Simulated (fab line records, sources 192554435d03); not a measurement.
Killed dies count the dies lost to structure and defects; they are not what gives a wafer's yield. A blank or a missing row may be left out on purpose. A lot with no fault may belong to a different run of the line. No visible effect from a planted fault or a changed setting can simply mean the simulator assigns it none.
Chamber matching	flow n5Finfet	N5_BEOL_M6_ETCH_66 on rieDiel-05 has 4 sister chambers
The step etches SOC in N2/H2, target depth 80 nm, overetch 16 nm, time 120 s. 24 wafers are shown with their chamber, then 12 later ones without.

## EACH WAFER AND ITS CHAMBER
wafer	chamber	showerheadPlenumPTorr (Torr)	drypumpMotorCurrentA (A)	throttleValvePct (%)
L074.1	0	2.69	5.7	17.97
L074.3	1	2.55	6.6	17.78
L074.5	1	2.55	6.7	17.76
L076.1	3	2.45	6.0	17.93
L076.2	2	2.63	6.1	18.09
L076.4	0	2.68	5.7	17.96
L077.2	0	2.68	5.7	17.98
L077.5	3	2.45	6.0	17.94
L077.6	2	2.63	6.1	18.11
L075.2	3	2.45	6.0	17.93
L075.3	2	2.63	6.1	18.14
L075.6	0	2.68	5.7	17.98
L078.1	3	2.45	6.0	17.94
L078.2	0	2.68	5.7	17.98
L078.3	1	2.55	6.6	17.78
L078.4	2	2.62	6.1	18.11
L078.5	0	2.68	5.7	17.99
L078.6	3	2.45	5.9	17.95
L082.2	2	2.62	6.0	18.15
L082.3	3	2.44	6.0	17.98
L082.5	0	2.68	5.7	18.02
L085.2	1	2.54	6.6	17.82
L085.3	2	2.62	6.1	18.14
L085.4	3	2.44	6.0	17.98

SIGNATURES (means of the wafers above)
reading	chamber 0	chamber 1	chamber 2	chamber 3	scatter within a chamber
showerheadPlenumPTorr	2.6814	2.5475	2.6250	2.4471	0.00476
drypumpMotorCurrentA	5.700	6.625	6.083	5.986	0.0349
throttleValvePct	17.9829	17.7850	18.1233	17.9500	0.0219
Rule: distance of a wafer from a chamber = root of the sum over the readings of ((wafer's reading minus chamber's mean) / reading's scatter) squared. The wafer belongs to the nearest chamber; if the next one is less than 2 further off, it can't be placed. How the scatter is found: for the shown wafers, subtract from each reading the mean of its chamber, square and add these, divide the total by (wafers less chambers), then take the root.

## WAFERS WHOSE CHAMBER IS MISSING
wafer	showerheadPlenumPTorr (Torr)	drypumpMotorCurrentA (A)	throttleValvePct (%)
L089.2	2.44	6.0	17.98
L089.3	2.67	5.7	18.04
L089.5	2.44	6.0	18.00
L087.1	2.61	6.1	18.16
L087.4	2.67	5.7	18.03
L087.6	2.67	5.7	18.04
L088.1	2.67	5.7	18.04
L088.2	2.43	6.0	18.02
L088.4	2.61	6.1	18.19
L091.1	2.66	5.7	18.05
L091.3	2.43	6.0	18.02
L091.6	2.66	5.7	18.06

## EACH ONE'S CHAMBER
wafer	from the rows above	in truth
L089.2	3	3
L089.3	0	0
L089.5	3	3
L087.1	2	2
L087.4	0	0
L087.6	0	0
L088.1	0	0
L088.2	3	3
L088.4	2	2
L091.1	0	0
L091.3	3	3
L091.6	0	0
Correct placement for 12 of the 12. Left unplaced by these rows: 0. Number placed wrongly: 0.
